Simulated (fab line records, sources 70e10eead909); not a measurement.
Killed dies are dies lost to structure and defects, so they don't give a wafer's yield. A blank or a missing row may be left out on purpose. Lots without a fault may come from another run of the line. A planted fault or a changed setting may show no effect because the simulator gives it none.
Chamber matching | flow nand_harc | NHARC_P_BONDPAD_ACTIVATE_29 on rie_diel-04: 4 sister chambers
The step chemistry N2, time 60 s. 14 wafers are shown with their chamber, then 7 later ones without.

WAFERS WITH THEIR CHAMBER
wafer  | chamber | drypump_motor_current_A (A) | oes_product_au (a.u.) | rf_vpp_V (V)
L900.1 | 0       | 5.6                         | 1.000                 | 62.9
L900.2 | 3       | 6.0                         | 1.004                 | 63.7
L900.5 | 2       | 6.0                         | 1.003                 | 63.6
L901.1 | 3       | 6.0                         | 0.997                 | 64.1
L901.2 | 0       | 5.6                         | 1.003                 | 64.5
L901.3 | 1       | 6.3                         | 0.995                 | 63.1
L903.2 | 3       | 6.0                         | 0.985                 | 65.7
L903.5 | 2       | 6.0                         | 1.001                 | 63.7
L903.6 | 3       | 6.0                         | 0.998                 | 63.4
L904.1 | 0       | 5.6                         | 1.005                 | 63.8
L904.3 | 2       | 6.0                         | 1.004                 | 62.6
L904.5 | 3       | 6.1                         | 0.991                 | 63.9
L907.2 | 1       | 6.3                         | 0.997                 | 65.5
L907.3 | 3       | 6.0                         | 0.997                 | 63.1

SIGNATURES (means of the wafers above)
reading                 | chamber 0 | chamber 1 | chamber 2 | chamber 3 | scatter within a chamber
drypump_motor_current_A | 5.600     | 6.300     | 6.000     | 6.017     | 0.0289
oes_product_au          | 1.00267   | 0.99600   | 1.00267   | 0.99533   | 0.00482
rf_vpp_V                | 63.733    | 64.300    | 63.300    | 63.983    | 0.953
Rule: a wafer's distance from a chamber is the root of the sum, over the readings, of the square of ((its reading less the chamber's mean) divided by the reading's scatter). The wafer belongs to the nearest chamber; if the next one is less than 2 further off, it can't be placed. The scatter: the root of (the sum of the squares of (reading less its chamber's mean) over the shown wafers, divided by (wafers less chambers)).

WAFERS WITHOUT THEIR CHAMBER
wafer  | drypump_motor_current_A (A) | oes_product_au (a.u.) | rf_vpp_V (V)
L907.6 | 5.6                         | 1.006                 | 63.4
L908.2 | 5.9                         | 1.005                 | 62.6
L908.3 | 6.3                         | 1.010                 | 61.9
L908.4 | 6.0                         | 0.990                 | 63.8
L923.2 | 6.1                         | 0.993                 | 63.7
L923.5 | 6.1                         | 0.997                 | 64.9
L923.6 | 5.6                         | 1.004                 | 63.4

WHICH CHAMBER EACH WENT THROUGH
wafer  | from the rows above     | in truth
L907.6 | 0                       | 0
L908.2 | can't be placed: 2 or 3 | 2
L908.3 | 1                       | 1
L908.4 | can't be placed: 3 or 2 | 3
L923.2 | can't be placed: 3 or 2 | 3
L923.5 | can't be placed: 3 or 2 | 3
L923.6 | 0                       | 0
Placed correctly: 3 of 7. Can't be placed from these rows: 4 (the true chamber is among the candidates in 4). Placed wrongly: 0.
